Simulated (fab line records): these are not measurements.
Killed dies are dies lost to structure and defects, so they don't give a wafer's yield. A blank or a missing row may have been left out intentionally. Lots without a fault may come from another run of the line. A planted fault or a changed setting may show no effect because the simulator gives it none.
Split-lot trial | flow n5Finfet | on a route of 1938 steps: 7 lots, 39 wafers read

ABOUT THE SPLIT
At N5_DUMMY_GATE_HM_DEP_06 (deposits SiNx from DCS/NH3, target thk 80 nm, time 5141 s), the setting timeS was moved away from the recipe's 5141 s on 18 of the 39 wafers read, by -21.0% to +30.3%. This setting was run at the recipe's value on the other wafers.

The reading comes from the split's own step.

THE READING
SiNx_of_DUMMY_GATE_HM_DEP_06.thkNm (the simulator's own value, which no gauge read), in nm, at N5_DUMMY_GATE_HM_DEP_06 (deposits SiNx from DCS/NH3, target thk 80 nm, time 5141 s). There is no usual value for it anywhere in the file. Here, 21 wafers ran the recipe; their average is 80.5 nm with a standard deviation of 0.74 nm.

wafer  | tool, chamber at the split | timeS as run, s | against the recipe | SiNx_of_DUMMY_GATE_HM_DEP_06.thkNm, nm | against lot-mates on the recipe
L075.1 | -, -                       | 4063            | -21.0%             | 64                                     | no lot-mate on the recipe
L075.2 | -, -                       | 4063            | -21.0%             | 64                                     | no lot-mate on the recipe
L075.3 | -, -                       | 4063            | -21.0%             | 64                                     | no lot-mate on the recipe
L075.5 | -, -                       | 4063            | -21.0%             | 64                                     | no lot-mate on the recipe
L075.4 | -, -                       | 4063            | -21.0%             | 63.8                                   | no lot-mate on the recipe
L075.6 | -, -                       | 4063            | -21.0%             | 63.6                                   | no lot-mate on the recipe
L079.1 | -, -                       | 4331            | -15.8%             | 68.4                                   | no lot-mate on the recipe
L079.2 | -, -                       | 4331            | -15.8%             | 69                                     | no lot-mate on the recipe
L079.3 | -, -                       | 4331            | -15.8%             | 69.2                                   | no lot-mate on the recipe
L079.6 | -, -                       | 4331            | -15.8%             | 69.2                                   | no lot-mate on the recipe
L079.4 | -, -                       | 4331            | -15.8%             | 68.8                                   | no lot-mate on the recipe
L079.5 | -, -                       | 4331            | -15.8%             | 69.4                                   | no lot-mate on the recipe
L088.1 | -, -                       | 5141            | recipe             | 81.2                                   | -
L088.2 | -, -                       | 5141            | recipe             | 80.6                                   | -
L088.3 | -, -                       | 5141            | recipe             | 81                                     | -
L088.5 | -, -                       | 5141            | recipe             | 81                                     | -
L088.4 | -, -                       | 5141            | recipe             | 80.8                                   | -
L088.6 | -, -                       | 5141            | recipe             | 81.4                                   | -
L089.1 | -, -                       | 6697            | +30.3%             | 105.4                                  | no lot-mate on the recipe
L089.2 | -, -                       | 6697            | +30.3%             | 106.4                                  | no lot-mate on the recipe
L089.3 | -, -                       | 6697            | +30.3%             | 106.2                                  | no lot-mate on the recipe
L089.5 | -, -                       | 6697            | +30.3%             | 106.2                                  | no lot-mate on the recipe
L089.4 | -, -                       | 6697            | +30.3%             | 105.2                                  | no lot-mate on the recipe
L089.6 | -, -                       | 6697            | +30.3%             | 105.6                                  | no lot-mate on the recipe
L091.1 | lpcvd-02, 0/40             | 5141            | recipe             | 81.4                                   | -
L091.4 | lpcvd-02, 0/54             | 5141            | recipe             | 81.2                                   | -
L091.6 | lpcvd-02, 0/64             | 5141            | recipe             | 81.8                                   | -
L094.1 | -, -                       | 5141            | recipe             | 79.4                                   | -
L094.3 | -, -                       | 5141            | recipe             | 79.4                                   | -
L094.2 | -, -                       | 5141            | recipe             | 79.6                                   | -
L094.4 | -, -                       | 5141            | recipe             | 79.6                                   | -
L094.5 | -, -                       | 5141            | recipe             | 79.2                                   | -
L094.6 | -, -                       | 5141            | recipe             | 79.8                                   | -
L095.1 | -, -                       | 5141            | recipe             | 80.6                                   | -
L095.2 | -, -                       | 5141            | recipe             | 80.4                                   | -
L095.3 | -, -                       | 5141            | recipe             | 80.2                                   | -
L095.5 | -, -                       | 5141            | recipe             | 80.2                                   | -
L095.6 | -, -                       | 5141            | recipe             | 80.2                                   | -
L095.4 | -, -                       | 5141            | recipe             | 80.8                                   | -

FIT RESULTS
A straight line over all 39 wafers: SiNx_of_DUMMY_GATE_HM_DEP_06.thkNm changes by +0.809 nm for each +1% of timeS; r = +1.00; the points scatter about the line by 0.79 nm.
Too few moved wafers with a lot-mate on the recipe to fit a line net of each lot's own level.

THE FILE'S OWN FIT
SiNx_of_DUMMY_GATE_HM_DEP_06.thkNm changes by +0.809 nm for each +1% of timeS, r = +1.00.
